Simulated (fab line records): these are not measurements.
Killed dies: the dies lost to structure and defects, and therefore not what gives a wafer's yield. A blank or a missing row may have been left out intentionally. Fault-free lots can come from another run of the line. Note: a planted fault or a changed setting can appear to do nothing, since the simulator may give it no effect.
Matching of chambers ; flow n5-finfet ; N5_BEOL_M0_SAQP_HM_OPEN_112 on rie-diel-02 has 4 sister chambers
The step chemistry CHF3/O2, target SiO2, stops on a-Si, target depth 12 nm, time 13.5 s. 4 wafers are shown with their chamber, then 7 later ones without.

## WAFERS PAIRED WITH THEIR CHAMBERS
wafer;chamber;drypump-motor-current-A (A)
L088.1;0;5.0
L088.6;3;6.0
L090.4;2;5.5
L090.5;1;6.5

## WAFERS WHOSE CHAMBER IS MISSING
wafer;drypump-motor-current-A (A)
L090.6;5.0
L091.2;5.0
L091.4;5.6
L091.6;6.0
L096.1;6.0
L096.2;5.6
L096.4;6.0

## CHAMBER TAKEN BY EACH
wafer;from the rows above;in truth
L090.6;0;0
L091.2;0;0
L091.4;2;2
L091.6;3;3
L096.1;3;3
L096.2;2;2
L096.4;3;3
Correct placement for 7 of the 7. Left unplaced by these rows: 0. Wrongly placed: 0.
How it was worked out, from the rows above alone: a wafer's distance from a chamber is the root of the sum, over the readings, of the square of ((its reading less the chamber's mean) divided by the reading's scatter). The wafer belongs to the nearest chamber; if the next one is less than 2 further off, it can't be placed. A chamber's mean is the mean of its shown wafers. The scatter: with one shown wafer a chamber, the root of the mean of the squares of how far each hidden wafer lies from its nearest shown one.
